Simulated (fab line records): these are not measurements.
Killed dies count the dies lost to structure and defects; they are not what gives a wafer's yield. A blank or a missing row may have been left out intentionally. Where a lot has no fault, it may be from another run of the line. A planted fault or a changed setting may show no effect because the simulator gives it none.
fab line records ; flow nand-harc
record lots=7; wafers=21; last-day=24
route steps=1159 shown A_ZERO_WELL@393 END@1159
lots that met no fault: taken from a fault-free run of the same line
start-h: the number of hours between the record's first day and the start of the first shown wafer of the lot ; wait-h: how many hours have passed since the lot's step before this one ; " the same as in the row above ; L1.1+2: a single row standing in for several wafers ; - no value, or no start was given ; * or withheld: withheld ; < > ~ a bound
route shown NAME@n: names a module that has steps shown in the file, with the first one's number in the route ; usual: mean/standard deviation taken from wafers without a fault ; same: alike in all rows ; chamber/n: place in a boat ; sites: each site's reading ; _std_site: their standard deviation ; _edge_site: outer sites' mean less inner sites' ; radius-mm: for every site, how far away it sits from the centre of the wafer ; mask NAME#n: copy n ; behind: tool/chamber where the wafer was last shaped ; hold: why the lot went on hold/how many hours it stayed there/how the hold came to an end ; device: the n, p or np transistor that did not switch ; end of line: the same wafers' tests at the end of the route ; where a step has no rows: the recipe by itself ; killed: at the first sort, the dies lost to defects and structure; wafer yield is something else ; map: dies across one wafer; x = killed, . = not, _ = none there
set.NAME: the setting the step ran with; set.NAME@STEP: the setting that earlier step ran with ; model.NAME: the simulator's own value behind a step, which no gauge read
lots at selected steps of the route; one table per step, one row per wafer
services: the hour from which a tool's chamber was out of use, counted from the record's first day as start-h (under 0 if before that day), plus the number of hours and why
## steps
# step NHARC_A_ZERO_WELL_HMDS_03
# recipe time-s=30
# step NHARC_A_ZERO_WELL_COAT_18
# recipe temp-c=200; time-s=65
# step NHARC_A_ZERO_WELL_COAT_04
# recipe spin-rpm=2000; resist-thk-nm=600
# step NHARC_A_ZERO_WELL_SOFTBAKE_05
# recipe temp-c=125; time-s=70
# step NHARC_A_ZERO_WELL_EBR_06
# step NHARC_A_ZERO_WELL_EXPOSE_07
# recipe na=0.55; dose-mj=33.85; mask-id=A_ZERO
# step NHARC_A_ZERO_WELL_PEB_08
# recipe peb-temp-c=128; peb-time-s=80
# step NHARC_A_ZERO_WELL_DEVELOP_09
# recipe time-s=50; dev-temp-c=22
# step NHARC_A_ZERO_WELL_CD_MEAS_10
# recipe target-cd-nm=2000; landing-energy-ev=500
# usual cd-nm=1999.5/2.3
lot.wafer;tool;chamber;start-h;wait-h;cd-nm
L218.1;cd-sem-03;0;169.03;-;1997.3
L218.5;cd-sem-03;0;169.03;-;1997.3
L218.6;cd-sem-03;0;169.03;-;2000.5
L217.2;cd-sem-03;0;169.82;-;1997.2
L217.3;cd-sem-03;0;169.82;-;1999.1
L217.6;cd-sem-03;0;169.82;-;1997.5
L220.3;cd-sem-03;0;185.46;-;2001.5
L220.4;cd-sem-03;0;185.46;-;1999.9
L220.6;cd-sem-03;0;185.46;-;2001.9
L219.3;cd-sem-03;0;186.14;-;1999.9
L219.5;cd-sem-03;0;186.14;-;2000.3
L219.6;cd-sem-03;0;186.14;-;2001.9
L223.2;cd-sem-02;0;211.61;-;1997.1
L223.4;cd-sem-02;0;211.61;-;1995.2
L223.6;cd-sem-02;0;211.61;-;1996.8
L234.3;cd-sem-03;0;261.83;-;2000.0
L234.4;cd-sem-03;0;261.83;-;2001.8
L234.6;cd-sem-03;0;261.83;-;2002.5
L233.1;cd-sem-01;0;263.34;-;1999.2
L233.2;cd-sem-01;0;263.34;-;1998.1
L233.6;cd-sem-01;0;263.34;-;2001.5
# step NHARC_A_ZERO_WELL_HARDBAKE_11
# recipe temp-c=118; time-s=65
# step NHARC_A_ZERO_WELL_DESCUM_12
# recipe time-s=3; o2-flow-sccm=200; ar-flow-sccm=0; bias-power-w=0; chemistry=O2
# usual drypump-motor-current-A=5.7/0.36; oes-product-au=0.995/0.0094; rf-vpp-V=57.7/0.78; showerhead-plenum-p-Torr=1.91/0.081; throttle-valve-pct=11.311/0.0089
lot.wafer;tool;chamber;start-h;wait-h;drypump-motor-current-A;oes-product-au;rf-hours-counter-h;rf-vpp-V;showerhead-plenum-p-Torr;throttle-valve-pct
L218.1;rie-diel-04;1;169.21;-;6.2;1.010;4;57.6;1.93;11.305
L218.5;rie-diel-04;2;169.21;-;5.6;0.998;-;56.3;1.85;11.311
L218.6;rie-diel-04;3;169.21;-;5.4;0.989;-;57.6;1.81;11.299
L217.2;rie-diel-04;2;169.98;-;5.5;0.993;4;56.9;1.85;11.308
L217.3;rie-diel-04;3;169.98;-;5.4;0.992;4;56.7;1.81;11.313
L217.6;rie-diel-04;2;169.98;-;5.6;1.002;-;57.8;1.85;11.304
L220.4;rie-diel-10;3;185.61;-;5.5;0.997;0;56.9;1.85;11.310
L220.3;rie-diel-10;1;185.61;-;5.4;1.008;0;58.3;2.06;11.308
L220.6;rie-diel-10;0;185.61;-;5.3;0.986;-;58.8;2.05;11.304
L219.3;rie-diel-11;3;186.30;-;5.8;1.003;19;57.6;1.95;11.309
L219.6;rie-diel-11;2;186.30;-;5.8;1.000;-;57.4;1.98;11.313
L219.5;rie-diel-11;3;186.30;-;5.8;1.004;-;57.3;1.95;11.318
L223.2;rie-diel-04;1;211.78;-;6.2;0.990;6;56.6;1.93;11.315
L223.4;rie-diel-04;3;211.78;-;5.3;1.000;6;56.3;1.81;11.307
L223.6;rie-diel-04;0;211.78;-;5.7;0.996;-;58.8;1.87;11.312
L234.3;rie-diel-10;2;261.99;-;5.4;0.997;7;56.8;1.84;11.319
L234.4;rie-diel-10;3;261.99;-;5.5;0.995;6;58.3;1.85;11.286
L234.6;rie-diel-10;2;261.99;-;5.4;1.008;-;58.1;1.84;11.319
L233.2;rie-diel-11;2;263.50;-;5.8;0.998;7;58.1;1.97;11.284
L233.1;rie-diel-11;0;263.50;-;6.5;0.988;7;58.2;1.81;11.306
L233.6;rie-diel-11;1;263.50;-;5.7;0.987;-;57.0;1.93;11.311
# step NHARC_A_ZERO_WELL_ETCH_19
# recipe target-depth-a=800; overetch-a=240; time-s=87.88; ion-energy-ev=200; n2-flow-sccm=150; h2-flow-sccm=150; ar-flow-sccm=0; rf-w=400; bias-w=150; chemistry=N2/H2
# usual bias-w=150.0/0.4; chamber-pressure-mTorr=29.999/0.028; drypump-motor-current-A=5.7/0.34; oes-product-au=0.998/0.01; rf-fwd-power-W=397.3/1.5; rf-vpp-V=430.3/2.5; showerhead-plenum-p-Torr=2.03/0.088; throttle-valve-pct=14.171/0.0093
lot.wafer;tool;chamber;start-h;wait-h;bias-w;chamber-pressure-mTorr;drypump-motor-current-A;oes-product-au;rf-fwd-power-W;rf-hours-counter-h;rf-vpp-V;showerhead-plenum-p-Torr;throttle-valve-pct
L218.1;rie-diel-04;1;169.28;0.1;151.3;30.010;6.2;1.009;397.1;4;431.4;2.06;14.153
L218.6;rie-diel-04;0;169.28;0.1;150.3;30.013;5.7;1.003;400.6;-;428.5;1.99;14.168
L218.5;rie-diel-04;1;169.28;0.1;150.4;29.955;6.2;1.013;397.0;-;431.7;2.06;14.165
L217.3;rie-diel-04;0;170.08;0.1;149.3;30.008;5.7;0.997;399.1;3;429.5;1.99;14.155
L217.2;rie-diel-04;1;170.08;0.1;149.7;30.049;6.2;1.010;398.1;4;432.0;2.06;14.172
L217.6;rie-diel-04;3;170.08;0.1;150.0;30.000;5.4;0.995;395.3;-;427.6;1.93;14.178
L220.4;rie-diel-10;0;185.71;0.1;150.1;30.003;5.3;0.990;398.1;0;433.6;2.19;14.153
L220.3;rie-diel-10;1;185.71;0.1;150.5;29.972;5.4;1.007;397.8;0;434.2;2.20;14.188
L220.6;rie-diel-10;3;185.71;0.1;150.2;29.991;5.5;1.005;395.2;-;429.5;1.97;14.176
L219.3;rie-diel-11;3;186.38;0.1;149.7;29.955;5.8;0.993;395.9;19;432.8;2.08;14.161
L219.6;rie-diel-11;2;186.38;0.1;149.5;30.019;5.8;0.995;397.8;-;431.6;2.11;14.178
L219.5;rie-diel-11;3;186.38;0.1;149.6;30.015;5.8;0.999;395.0;-;431.5;2.08;14.156
L223.4;rie-diel-04;2;211.87;0.1;150.8;29.993;5.6;0.990;397.6;7;426.7;1.97;14.161
L223.2;rie-diel-04;3;211.87;0.1;150.1;30.001;5.4;0.998;399.1;6;426.4;1.93;14.176
L223.6;rie-diel-04;0;211.87;0.1;150.3;29.984;5.7;0.993;397.3;-;430.4;1.99;14.170
L234.3;rie-diel-10;1;262.09;0.1;150.2;29.983;5.4;1.014;397.2;6;434.3;2.19;14.183
L234.4;rie-diel-10;0;262.09;0.1;149.8;29.997;5.3;1.009;396.6;6;433.7;2.19;14.172
L234.6;rie-diel-10;1;262.09;0.1;149.5;29.999;5.4;1.009;398.9;-;435.1;2.19;14.168
L233.1;rie-diel-11;0;263.58;0.1;150.0;30.015;6.6;0.984;397.3;7;427.1;1.92;14.176
L233.2;rie-diel-11;2;263.58;0.1;150.4;30.033;5.8;0.993;398.4;7;432.9;2.11;14.177
L233.6;rie-diel-11;0;263.58;0.1;150.1;30.012;6.6;0.998;397.1;-;427.8;1.92;14.168
# step NHARC_A_ZERO_WELL_ETCH_13
# recipe target-depth-a=1200; time-s=40.1; hbr-flow-sccm=150; cl2-flow-sccm=50; rf-w=400; icp-w=400; bias-w=100; chemistry=HBr/Cl2
# usual bias-w=100.01/0.27; chamber-pressure-mTorr=14.999/0.014; drypump-motor-current-A=5.9/0.48; hbr-flow-sccm=149.9/0.48; mfc-cl2-sccm=50.00/0.15; oes-product-au=1.002/0.0099; rf-fwd-power-W=394.8/2.5; throttle-valve-pct=26.407/0.008
lot.wafer;tool;chamber;start-h;wait-h;bias-w;chamber-pressure-mTorr;drypump-motor-current-A;hbr-flow-sccm;mfc-cl2-sccm;oes-product-au;rf-fwd-power-W;rf-hours-counter-h;throttle-valve-pct
L218.1;rie-si-05;2;169.40;-;-;-;-;-;-;-;-;-;-
L218.5;rie-si-05;1;169.40;-;-;-;-;-;-;-;-;-;-
L218.6;rie-si-05;2;169.40;-;-;-;-;-;-;-;-;-;-
L217.3;rie-si-05;3;170.18;-;-;-;-;-;-;-;-;-;-
L217.2;rie-si-05;2;170.18;-;-;-;-;-;-;-;-;-;-
L217.6;rie-si-05;0;170.18;-;-;-;-;-;-;-;-;-;-
L220.4;rie-si-05;0;185.82;-;-;-;-;-;-;-;-;-;-
L220.3;rie-si-05;2;185.82;-;-;-;-;-;-;-;-;-;-
L220.6;rie-si-05;1;185.82;-;-;-;-;-;-;-;-;-;-
L219.3;rie-si-01;0;186.53;-;99.70;14.987;6.6;149.8;49.95;1.011;395.7;0.4;26.410
L219.6;rie-si-01;2;186.53;-;99.98;15.006;5.7;149.3;50.05;1.012;396.5;-;26.409
L219.5;rie-si-01;3;186.53;-;100.01;15.012;6.4;150.0;50.12;0.998;395.4;-;26.406
L223.4;rie-si-01;1;212.00;-;100.25;14.986;6.0;150.3;50.14;0.992;397.9;0.5;26.403
L223.2;rie-si-01;2;212.00;-;100.32;14.987;5.7;150.3;49.92;1.012;397.6;0.4;26.418
L223.6;rie-si-01;3;212.00;-;99.57;15.013;6.4;149.9;50.00;0.991;395.9;-;26.396
L234.3;rie-si-01;2;262.22;-;99.76;15.029;5.7;150.0;50.07;1.003;394.4;0.7;26.410
L234.4;rie-si-01;0;262.22;-;100.52;14.987;6.6;150.2;50.01;1.015;399.5;0.9;26.414
L234.6;rie-si-01;1;262.22;-;99.87;14.988;6.0;149.7;50.01;0.985;395.5;-;26.405
L233.2;rie-si-05;0;263.71;-;100.32;15.028;6.4;149.0;49.81;0.977;393.4;0.1;26.419
L233.1;rie-si-05;1;263.71;-;100.15;15.016;5.4;149.2;49.75;0.999;391.4;0.1;26.413
L233.6;rie-si-05;0;263.71;-;100.40;14.987;6.5;148.7;49.82;0.999;393.3;-;26.419
# step NHARC_A_ZERO_WELL_STRIP_14
# recipe time-s=900; temp-c=130; chemistry=SPM
# step NHARC_END_SORT_01
# recipe temp-c=25
# usual killed-at-array=27/11; killed-at-other=0.6/0.89; killed-at-periphery=3.0/2.4; killed-dies=31/12; killed-open=3.2/1.6; killed-short=2.0/1.5
# same gross-dies=677
lot.wafer;tool;chamber;start-h;wait-h;killed-at-array;killed-at-other;killed-at-periphery;killed-dies;killed-open;killed-short
L217.2;prober-02;0;473.38;2.8;671;0;6;677;2;2
L217.3;prober-02;0;474.18;3.1;675;0;2;677;7;3
L217.6;prober-02;0;476.59;4.0;673;0;4;677;6;3
L218.1;prober-02;0;480.41;2.5;674;1;2;677;4;0
L218.5;prober-02;0;483.58;3.7;675;1;1;677;1;1
L218.6;prober-02;0;484.37;4.0;674;2;1;677;4;3
L220.3;prober-02;0;500.37;3.1;676;0;1;677;5;1
L220.4;prober-02;0;501.17;3.4;674;1;2;677;2;5
L220.6;prober-02;0;502.77;4.0;673;2;2;677;2;2
L234.3;prober-02;0;565.10;3.1;20;1;2;23;2;0
L234.4;prober-02;0;565.89;3.4;28;1;3;32;2;1
L234.6;prober-02;0;567.48;4.0;33;1;5;39;4;1
# killed by level:class
L217.2 A_ZERO_WELL:area-etch=657 A_CHANNEL_HOLE_D1:chamber-film-flake=7 A_CONTACT:chamber-film-flake=4 P_GATE:chamber-film-flake=2 P_GATE:geometric-particle:open=1 P_M0:geometric-particle:open=1 A_CHANNEL_FILL_D1:geometric-particle:short=1 A_M0:geometric-particle:short=1
L217.3 A_ZERO_WELL:area-etch=659 A_CHANNEL_HOLE_D1:chamber-film-flake=4 A_CONTACT:chamber-film-flake=3 A_CONTACT:geometric-particle:open=2 P_CONTACT:geometric-particle:open=1 P_M2:geometric-particle:short=1 A_ONON_D1:geometric-particle:open=1 A_CHANNEL_HOLE_D1:geometric-particle:short=1
L217.6 A_ZERO_WELL:area-etch=656 A_CHANNEL_HOLE_D1:chamber-film-flake=6 A_CONTACT:chamber-film-flake=3 A_M1:geometric-particle:open=2 P_ZERO_WELL:chamber-film-flake=2 P_GATE:geometric-particle:open=1 P_CONTACT:geometric-particle:open=1 A_ONON_D1:geometric-particle:short=1
L218.1 A_ZERO_WELL:area-etch=635 A_CHANNEL_HOLE_D1:chamber-film-flake=12 A_SLIT:chamber-film-flake=12 A_STAIRCASE:chamber-film-flake=7 A_CONTACT:chamber-film-flake=2 A_WL_FILL:chamber-film-flake=2 P_M1:geometric-particle:open=1 A_SOURCE_PLATE:geometric-particle:open=1
L218.5 A_ZERO_WELL:area-etch=635 A_SLIT:chamber-film-flake=13 A_CHANNEL_HOLE_D1:chamber-film-flake=12 A_CONTACT:chamber-film-flake=5 A_STAIRCASE:chamber-film-flake=4 A_WL_FILL:chamber-film-flake=4 P_M0:geometric-particle:open=1 A_WL_FILL:geometric-particle:short=1
L218.6 A_ZERO_WELL:area-etch=635 A_CHANNEL_HOLE_D1:chamber-film-flake=17 A_SLIT:chamber-film-flake=9 A_CONTACT:chamber-film-flake=3 A_CHANNEL_FILL_D1:geometric-particle:short=3 A_M0:geometric-particle:open=2 A_STAIRCASE:chamber-film-flake=2 THIN_TSV:chamber-film-flake=2
L220.3 A_ZERO_WELL:area-etch=637 A_CHANNEL_HOLE_D1:chamber-film-flake=15 A_SLIT:chamber-film-flake=13 A_CONTACT:chamber-film-flake=3 A_ZERO_WELL:chamber-film-flake=2 P_CONTACT:geometric-particle:open=1 A_ONON_D1:geometric-particle:open=1 A_SGD_CUT:geometric-particle:short=1
L220.4 A_ZERO_WELL:area-etch=642 A_SLIT:chamber-film-flake=13 A_CHANNEL_HOLE_D1:chamber-film-flake=9 A_SOURCE_PLATE:geometric-particle:short=2 A_STAIRCASE:chamber-film-flake=2 P_M0:geometric-particle:short=1 A_SOURCE_PLATE:geometric-particle:open=1 A_WL_FILL:geometric-particle:short=1
L220.6 A_ZERO_WELL:area-etch=641 A_CHANNEL_HOLE_D1:chamber-film-flake=13 A_SLIT:chamber-film-flake=10 A_ZERO_WELL:chamber-film-flake=3 P_GATE:chamber-film-flake=2 A_STAIRCASE:chamber-film-flake=2 A_ONON_D1:geometric-particle:open=1 A_WL_FILL:geometric-particle:short=1
L234.3 A_CHANNEL_HOLE_D1:chamber-film-flake=17 A_SLIT:chamber-film-flake=2 P_M1:geometric-particle:open=1 A_CONTACT:geometric-particle:open=1 P_STI:chamber-film-flake=1 THIN_TSV:chamber-film-flake=1
L234.4 A_CHANNEL_HOLE_D1:chamber-film-flake=19 A_SLIT:chamber-film-flake=3 A_CONTACT:chamber-film-flake=3 A_CONTACT:geometric-particle:open=2 A_CHANNEL_FILL_D1:geometric-particle:short=1 P_STI:chamber-film-flake=1 P_CONTACT:chamber-film-flake=1 P_BONDPAD:chamber-film-flake=1
L234.6 A_CHANNEL_HOLE_D1:chamber-film-flake=24 A_SLIT:chamber-film-flake=4 P_CONTACT:geometric-particle:open=2 P_STI:chamber-film-flake=2 A_CONTACT:geometric-particle:short=1 A_CONTACT:geometric-particle:open=1 A_BLC:geometric-particle:open=1 P_CONTACT:chamber-film-flake=1
# map L217.2 (x killed, . not)
____________x____________
_________xxxxxxx_________
_______xxxxxxxxxxx_______
______xxxxxxxxxxxxx______
_____xxxxxxxxxxxxxxx_____
____xxxxxxxxxxxxxxxxx____
____xxxxxxxxxxxxxxxxx____
___xxxxxxxxxxxxxxxxxxx___
___xxxxxxxxxxxxxxxxxxx___
__xxxxxxxxxxxxxxxxxxxxx__
__xxxxxxxxxxxxxxxxxxxxx__
_xxxxxxxxxxxxxxxxxxxxxxx_
_xxxxxxxxxxxxxxxxxxxxxxx_
_xxxxxxxxxxxxxxxxxxxxxxx_
_xxxxxxxxxxxxxxxxxxxxxxx_
_xxxxxxxxxxxxxxxxxxxxxxx_
xxxxxxxxxxxxxxxxxxxxxxxxx
xxxxxxxxxxxxxxxxxxxxxxxxx
xxxxxxxxxxxxxxxxxxxxxxxxx
xxxxxxxxxxxxxxxxxxxxxxxxx
xxxxxxxxxxxxxxxxxxxxxxxxx
_xxxxxxxxxxxxxxxxxxxxxxx_
_xxxxxxxxxxxxxxxxxxxxxxx_
_xxxxxxxxxxxxxxxxxxxxxxx_
_xxxxxxxxxxxxxxxxxxxxxxx_
_xxxxxxxxxxxxxxxxxxxxxxx_
__xxxxxxxxxxxxxxxxxxxxx__
__xxxxxxxxxxxxxxxxxxxxx__
___xxxxxxxxxxxxxxxxxxx___
___xxxxxxxxxxxxxxxxxxx___
____xxxxxxxxxxxxxxxxx____
____xxxxxxxxxxxxxxxxx____
_____xxxxxxxxxxxxxxx_____
______xxxxxxxxxxxxx______
_______xxxxxxxxxxx_______
_________xxxxxxx_________
____________x____________
# map L218.1 (x killed, . not)
____________x____________
_________xxxxxxx_________
_______xxxxxxxxxxx_______
______xxxxxxxxxxxxx______
_____xxxxxxxxxxxxxxx_____
____xxxxxxxxxxxxxxxxx____
____xxxxxxxxxxxxxxxxx____
___xxxxxxxxxxxxxxxxxxx___
___xxxxxxxxxxxxxxxxxxx___
__xxxxxxxxxxxxxxxxxxxxx__
__xxxxxxxxxxxxxxxxxxxxx__
_xxxxxxxxxxxxxxxxxxxxxxx_
_xxxxxxxxxxxxxxxxxxxxxxx_
_xxxxxxxxxxxxxxxxxxxxxxx_
_xxxxxxxxxxxxxxxxxxxxxxx_
_xxxxxxxxxxxxxxxxxxxxxxx_
xxxxxxxxxxxxxxxxxxxxxxxxx
xxxxxxxxxxxxxxxxxxxxxxxxx
xxxxxxxxxxxxxxxxxxxxxxxxx
xxxxxxxxxxxxxxxxxxxxxxxxx
xxxxxxxxxxxxxxxxxxxxxxxxx
_xxxxxxxxxxxxxxxxxxxxxxx_
_xxxxxxxxxxxxxxxxxxxxxxx_
_xxxxxxxxxxxxxxxxxxxxxxx_
_xxxxxxxxxxxxxxxxxxxxxxx_
_xxxxxxxxxxxxxxxxxxxxxxx_
__xxxxxxxxxxxxxxxxxxxxx__
__xxxxxxxxxxxxxxxxxxxxx__
___xxxxxxxxxxxxxxxxxxx___
___xxxxxxxxxxxxxxxxxxx___
____xxxxxxxxxxxxxxxxx____
____xxxxxxxxxxxxxxxxx____
_____xxxxxxxxxxxxxxx_____
______xxxxxxxxxxxxx______
_______xxxxxxxxxxx_______
_________xxxxxxx_________
____________x____________
## services
tool;chamber;start-h;hours;kind
rie-diel-04;0;145.40;-;clean
rie-diel-04;1;145.40;-;clean
rie-diel-04;2;145.40;-;clean
rie-diel-04;3;145.40;-;clean
rie-diel-10;0;147.71;5.5;repair
rie-diel-10;-;162.59;0.8;repair
rie-diel-04;0;169.90;-;clean
rie-diel-04;1;169.90;-;clean
rie-diel-04;2;169.90;-;clean
rie-diel-04;3;169.90;-;clean
rie-diel-10;-;176.50;9.0;pm
rie-diel-11;-;189.50;9.0;pm
rie-diel-04;0;194.40;-;clean
rie-diel-04;1;194.40;-;clean
rie-diel-04;2;194.40;-;clean
rie-diel-04;3;194.40;-;clean
rie-si-05;0;215.26;5.4;repair
rie-diel-10;3;217.81;6.0;repair
rie-diel-04;0;218.90;-;clean
rie-diel-04;1;218.90;-;clean
rie-diel-04;2;218.90;-;clean
rie-diel-04;3;218.90;-;clean
rie-si-05;-;239.00;9.0;pm
rie-diel-04;-;261.33;1.5;repair
## key
first-sign step=NHARC_A_ZERO_WELL_ETCH_13; reading=tool-record; direction=missing
effect step=NHARC_END_SORT_01; reading=killed-at-array; direction=up; sigmas=59; usual=27; struck=674
more-kills-born-at NHARC_A_ZERO_WELL_ETCH_13@rie-si-05=5797
met-at NHARC_A_ZERO_WELL_ETCH_13
struck-wafers L217.2,L217.3,L217.6,L218.1,L218.5,L218.6,L220.3,L220.4,L220.6
later-rows-left-out L217.2,L217.3,L217.6,L218.1,L218.5,L218.6,L220.3,L220.4,L220.6
tester-left-out L217,L218,L220
fault kind=skipped-step-whole; tool=rie-si-05; chamber=-; onset-h=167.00; steps=NHARC_A_ZERO_WELL_ETCH_13; scope=struck-lots-only
# tester-left-out: of these lots the tester's yield and bins aren't shown, on N5 and GAA mostly nor the transistor test; their killed dies are dies lost to structure and defects alone, not to doping, threshold or leakage, so they don't give the yield
# later-rows-left-out: the simulator's readings of these wafers behind a module that went badly wrong aren't trusted and aren't shown, but for the sort
